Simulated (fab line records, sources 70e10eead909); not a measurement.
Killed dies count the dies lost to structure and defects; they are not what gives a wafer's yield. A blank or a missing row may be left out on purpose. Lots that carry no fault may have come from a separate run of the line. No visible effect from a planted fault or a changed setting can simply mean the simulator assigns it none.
fab line records | flow nand_harc
[record] lots = 7 wafers = 21 last_day = 24
route steps=1159 shown P_M2@349 P_BONDPAD@351
lots that met no fault: taken from a fault-free run of the same line
start_h: hours from the record's opening day to when the first of the lot's shown wafers began | wait_h: hours elapsed since this lot's preceding step | " unchanged from the row above | L1.1+2: several wafers, shown together as one row | - no value present, or no start provided | * or withheld: withheld | < > ~ a bound
route shown NAME@n: a module of which the file shows steps, and the number in the route of the first | usual: the fault-free wafers' mean and standard deviation | same: alike in all rows | chamber/n: place in a boat | sites: the reading at each site | _std_site: standard deviation across them | _edge_site: mean of outer sites minus mean of inner sites | radius_mm: how far each site lies from the wafer's centre | mask NAME#n: copy n | behind: the most recent tool/chamber to have shaped the wafer | hold: cause of the lot's hold/its duration in hours/its outcome | device: which transistor (n, p or np) failed to switch | end of line: at the end of the route, the tests of the same wafers | for a step that has no rows: nothing shown but its recipe | killed: the dies lost at the first sort to structure and to defects; this is not the yield of the wafer | map: per-die view of a wafer (x killed, . not killed, _ where there is no die)
set.NAME: setting as actually run; set.NAME@STEP: the setting as run at that earlier step | model.NAME: the simulator's own value behind a step, which no gauge read
lots at selected steps of the route; one table per step, one row per wafer
services: when a tool's chamber went out of use (start_h, in hours from the record's first day, below 0 if earlier), for how many hours, and the reason
[[steps]]
[step NHARC_P_M2_PRE_CLEAN_32]
[recipe] time_s = 12 temp_c = 370 rf_power_w = 300 gas = NH3
[usual] heater_power_outer_w = 369/43 heater_power_w = 623/63
// columns lot.wafer tool chamber start_h wait_h heater_power_outer_w heater_power_w
L198.3 pecvd-01 0 148.85 0.1 305 513
L198.5 " 1 " " 398 613
L198.4 " 2 " " 407 633
L203.3 pecvd-03 2 181.15 0.1 409 660
L203.6 " 0 " " 301 548
L203.4 " 1 " " 394 704
L204.3 pecvd-02 2 187.14 0.1 309 563
L204.4 " 1 " " 309 512
L204.6 " 2 " " 308 547
L205.2 pecvd-03 2 192.94 0.1 411 674
L205.3 " 1 " " 373 668
L205.4 " 0 " " 300 544
L211.2 pecvd-02 1 230.75 0.1 385 621
L211.6 " 2 " " 370 619
L211.4 " 1 " " 380 620
L213.2 pecvd-03 1 232.90 0.1 419 730
L213.5 " 0 " " 284 536
L213.6 " 1 " " 433 737
L212.1 pecvd-03 0 234.00 0.1 317 561
L212.3 " 1 " " 404 693
L212.2 " 2 " " 347 586
[step NHARC_P_M2_DEP_33]
[recipe] target_thk_a = 300 temp_c = 370 target_thk_nm = 30 pressure_torr = 3 flow_sccm = 200 rf_w = 450 material = SiCN
[usual] heater_power_outer_w = 325/52 heater_power_w = 562/74
// columns lot.wafer tool chamber start_h wait_h heater_power_outer_w heater_power_w
L198.3 pecvd-01 0 148.99 0.1 333 559
L198.5 " 1 " " 356 551
L198.4 " 2 " " 342 550
L203.3 pecvd-03 2 181.23 0.1 415 652
L203.6 " 0 " " 270 506
L203.4 " 1 " " 367 642
L204.3 pecvd-02 2 187.28 0.1 281 506
L204.4 " 1 " " 272 478
L204.6 " 2 " " 281 507
L205.2 pecvd-03 2 193.02 0.1 411 656
L205.3 " 1 " " 337 603
L205.4 " 0 " " 273 508
L211.2 pecvd-02 1 230.89 0.1 272 463
L211.6 " 2 " " 268 508
L211.4 " 1 " " 271 453
L213.2 pecvd-03 1 233.01 0.1 355 635
L213.5 " 0 " " 255 484
L213.6 " 1 " " 345 628
L212.1 pecvd-03 0 234.08 0.1 215 434
L212.3 " 1 " " 302 564
L212.2 " 2 " " 409 645
[step NHARC_P_BONDPAD_DEP_00]
[recipe] target_thk_a = 2500 temp_c = 370 target_thk_nm = 250 pressure_torr = 3 flow_sccm = 200 rf_w = 450 material = SiCN
[usual] heater_power_outer_w = 333/43 heater_power_w = 565/66
// columns lot.wafer tool chamber start_h wait_h heater_power_outer_w heater_power_w
L198.3 pecvd-01 2 - - 302 507
L198.4 " 1 " " 306 479
L198.5 " 2 " " 317 516
L203.3 pecvd-01 2 181.73 - 359 578
L203.4 " 0 " " 330 545
L203.6 " 1 " " 352 544
L204.3 pecvd-01 2 187.70 - 341 561
L204.4 " 1 " " 311 483
L204.6 " 2 " " 354 575
L205.2 pecvd-02 0 193.43 - 378 719
L205.3 " 1 " " 344 573
L205.4 " 1 " " 260 459
L211.2 pecvd-03 0 231.24 - 246 477
L211.6 " 2 " " 400 644
L211.4 " 1 " " 374 652
L213.2 pecvd-01 2 233.43 - 295 499
L213.6 " 1 " " 325 511
L213.5 " 0 " " 332 570
L212.1 pecvd-01 2 234.50 - 311 525
L212.2 " 0 " " 338 542
L212.3 " 1 " " 314 506
[step NHARC_P_BONDPAD_CMP_32]
[recipe] target_thk_nm = 200 material = SiCN
[usual] edge_zone_pressure_frac = 1.000/0.0049 motor_current_A = 12.3/1.4
// columns lot.wafer tool chamber start_h wait_h edge_zone_pressure_frac motor_current_A
L198.4 cmp-01 2 149.90 - 0.994 13.2
L198.3 " 3 " " 1.002 11.5
L198.5 " 0 " " 0.995 11.3
L203.4 cmp-02 3 182.04 - 1.004 11.0
L203.3 " 2 " " 0.996 10.7
L203.6 " 3 " " 1.000 11.2
L204.3 cmp-02 0 188.07 - 0.997 12.1
L204.4 " 1 " " 1.002 10.0
L204.6 " 3 " " 0.998 11.0
L205.2 cmp-03 1 193.84 - 1.001 14.5
L205.3 " 2 " " 1.006 12.3
L205.4 " 0 " " 1.000 15.4
L211.4 cmp-02 1 231.65 - 0.993 10.5
L211.2 " 2 " " 1.003 10.9
L211.6 " 0 " " 1.006 12.1
L213.2 cmp-01 1 233.84 - 1.005 13.5
L213.5 " 3 " " 1.011 12.3
L213.6 " 0 " " 1.004 11.7
L212.3 cmp-02 3 234.91 - 0.988 10.8
L212.2 " 1 " " 0.999 10.6
L212.1 " 2 " " 0.995 10.2
[step NHARC_P_BONDPAD_THK_MEAS_33]
[recipe] thk_meas_gauge = ellipsometry
[usual] thk_nm = 199.6/1.6
// columns lot.wafer tool chamber start_h wait_h thk_nm
L198.3 film_metro-02 - 150.10 0.2 201.5
L198.4 " - " " 199.7
L198.5 " - " " 198.6
L203.3 film_metro-02 - 182.30 0.2 200.7
L203.4 " - " " 199.4
L203.6 " - " " 200.0
L204.3 film_metro-02 - 188.27 0.2 197.9
L204.4 " - " " 198.3
L204.6 " - " " 198.8
L205.2 film_metro-02 - 194.09 0.2 198.9
L205.3 " - " " 199.3
L205.4 " - " " 200.1
L211.2 film_metro-01 - 231.88 0.2 200.6
L211.4 " - " " 199.8
L211.6 " - " " 198.8
L213.2 film_metro-01 - 234.04 0.2 200.1
L213.5 " - " " 198.2
L213.6 " - " " 197.9
L212.1 film_metro-01 - 235.16 0.2 199.8
L212.2 " - " " 202.2
L212.3 " - " " 200.5
[step NHARC_P_BONDPAD_SRD_34]
[step NHARC_P_BONDPAD_DEHYDRATE_01]
[recipe] temp_c = 150 time_s = 120
[step NHARC_P_BONDPAD_HMDS_02]
[recipe] time_s = 30
[step NHARC_P_BONDPAD_COAT_36]
[recipe] temp_c = 200 time_s = 65
[step NHARC_P_BONDPAD_COAT_03]
[recipe] spin_rpm = 2000 resist_thk_nm = 600
[step NHARC_P_BONDPAD_SOFTBAKE_04]
[recipe] temp_c = 125 time_s = 70
[step NHARC_P_BONDPAD_EBR_05]
[step NHARC_P_BONDPAD_EXPOSE_06]
[recipe] na = 0.55 dose_mj = 37.06 mask_id = P_BPAD
[usual] exposure_dose_mJ_cm2 = 37.3/0.3 focus_offset_nm = 0.0/0.49
// columns lot.wafer tool chamber start_h wait_h mask exposure_dose_mJ_cm2 focus_offset_nm
L198.3 krf_scanner-04 0 150.52 - P_BPAD#0 37.1 0.2
L198.4 " 0 " " P_BPAD#0 37.1 -0.4
L198.5 " 0 " " P_BPAD#0 37.1 0.7
L203.3 krf_scanner-04 - 182.73 - P_BPAD#0 - -
L203.4 " - " " P_BPAD#0 - -
L203.6 " - " " P_BPAD#0 - -
L204.3 krf_scanner-03 - 188.69 - P_BPAD#0 - -
L204.4 " - " " P_BPAD#0 - -
L204.6 " - " " P_BPAD#0 - -
L205.2 krf_scanner-03 - 194.39 - P_BPAD#0 - -
L205.3 " - " " P_BPAD#0 - -
L205.4 " - " " P_BPAD#0 - -
L211.2 krf_scanner-03 0 232.18 - P_BPAD#0 37.7 0.6
L211.4 " 0 " " P_BPAD#0 37.7 0.2
L211.6 " 0 " " P_BPAD#0 37.7 0.1
L213.2 krf_scanner-02 0 234.47 - P_BPAD#0 37.0 -0.4
L213.5 " 0 " " P_BPAD#0 37.1 -1.4
L213.6 " 0 " " P_BPAD#0 37.1 0.0
L212.1 krf_scanner-02 0 235.46 - P_BPAD#0 37.0 1.1
L212.2 " 0 " " P_BPAD#0 37.0 -0.2
L212.3 " 0 " " P_BPAD#0 37.0 -0.4
[step NHARC_P_BONDPAD_PEB_07]
[recipe] peb_temp_c = 128 peb_time_s = 80
[[services]]
// columns tool chamber start_h hours kind
krf_scanner-03 - 125.48 2.1 repair
krf_scanner-04 - 126.00 4.0 pm
cmp-01 - 126.80 0.5 repair
cmp-02 - 128.50 4.0 pm
cmp-01 - 129.36 1.6 repair
krf_scanner-02 - 142.97 2.0 repair
pecvd-02 - 153.52 13.0 pm
pecvd-02 0 153.52 13.0 vent_cycle
pecvd-02 1 153.52 13.0 vent_cycle
pecvd-02 2 153.52 13.0 vent_cycle
krf_scanner-02 - 154.02 0.8 repair
cmp-03 - 156.08 4.0 pm
pecvd-02 0 166.52 - clean
pecvd-02 1 166.52 - clean
krf_scanner-03 - 168.00 4.0 pm
krf_scanner-04 - 171.89 7.4 repair
cmp-01 - 179.60 4.0 pm
krf_scanner-04 - 194.12 0.3 repair
pecvd-02 1 197.95 8.0 repair
cmp-01 - 202.92 0.9 repair
krf_scanner-04 - 209.44 1.1 repair
krf_scanner-02 - 210.00 4.0 pm
cmp-02 - 226.50 4.0 pm
pecvd-02 - 232.55 0.5 repair
[[key]]
[first_sign] step = NHARC_P_BONDPAD_EXPOSE_06 reading = tool_record direction = missing
effect none on later readings
met_at NHARC_P_BONDPAD_EXPOSE_06
struck_wafers L203.3,L203.4,L203.6,L204.3,L204.4,L204.6,L205.2,L205.3,L205.4
later_rows_left_out L203.3,L203.4,L203.6,L204.3,L204.4,L204.6,L205.2,L205.3,L205.4
sort_left_out L203.3,L203.4,L203.6,L204.3,L204.4,L204.6,L205.2,L205.3,L205.4
onset_between 150.52 182.73
[fault] kind = skipped_step_whole tool = krf_scanner-03,krf_scanner-04 chamber = - onset_h = 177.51 steps = NHARC_P_BONDPAD_EXPOSE_06 scope = struck_lots_only
// sort_left_out: the simulated sort isn't trusted on such a fault, so these wafers' sort isn't shown, and their yield isn't known
// later_rows_left_out: the simulator's readings of these wafers behind a module that went badly wrong aren't trusted and aren't shown, but for the sort
